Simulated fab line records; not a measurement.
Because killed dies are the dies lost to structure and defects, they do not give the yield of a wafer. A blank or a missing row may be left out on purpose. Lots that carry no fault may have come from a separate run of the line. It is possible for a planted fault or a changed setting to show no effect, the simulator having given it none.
Chamber matching + flow nand harc + 4 sister chambers for NHARC_A_ZERO_WELL_DESCUM_12 on rie diel-02
The step chemistry O2, time 3 s. 8 wafers are shown with their chamber, then 8 later ones without.

## EACH WAFER AND ITS CHAMBER
| wafer  | chamber | drypump motor current A (A) | oes product au (a.u.) |
|--------|---------|-----------------------------|-----------------------|
| L079.1 | 1       | 5.8                         | 1.010                 |
| L080.2 | 1       | 5.8                         | 0.991                 |
| L080.3 | 0       | 5.2                         | 0.998                 |
| L082.4 | 0       | 5.3                         | 1.009                 |
| L084.1 | 3       | 6.0                         | 1.007                 |
| L084.4 | 2       | 5.3                         | 1.005                 |
| L084.5 | 3       | 5.9                         | 1.007                 |
| L083.2 | 2       | 5.3                         | 1.010                 |

## WAFERS WHOSE CHAMBER IS MISSING
| wafer  | drypump motor current A (A) | oes product au (a.u.) |
|--------|-----------------------------|-----------------------|
| L083.4 | 6.0                         | 1.013                 |
| L083.5 | 6.0                         | 1.017                 |
| L095.2 | 5.2                         | 1.000                 |
| L095.4 | 5.8                         | 0.995                 |
| L095.6 | 5.3                         | 1.006                 |
| L097.1 | 5.3                         | 1.002                 |
| L097.2 | 5.9                         | 1.005                 |
| L097.6 | 5.8                         | 0.996                 |

## WHICH CHAMBER EACH ONE RAN IN
| wafer  | from the rows above     | in truth |
|--------|-------------------------|----------|
| L083.4 | 3                       | 3        |
| L083.5 | 3                       | 3        |
| L095.2 | can't be placed: 0 or 2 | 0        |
| L095.4 | 1                       | 1        |
| L095.6 | can't be placed: 2 or 0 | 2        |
| L097.1 | can't be placed: 2 or 0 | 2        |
| L097.2 | can't be placed: 3 or 1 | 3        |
| L097.6 | 1                       | 1        |
4 of 8 placed correctly. These rows do not allow placing 4 (true chamber among the candidates in 4). Placed wrongly: 0.
How it was worked out, from the rows above alone: a wafer's distance from a chamber is the root of the sum, over the readings, of the square of ((its reading less the chamber's mean) divided by the reading's scatter). If the next closest chamber is less than 2 further off than the closest, the wafer can't be placed; otherwise it belongs to the closest. For every chamber, the mean is computed from those of its wafers that are shown. How the scatter is found: for the shown wafers, subtract from each reading the mean of its chamber, square and add these, divide the total by (wafers less chambers), then take the root.
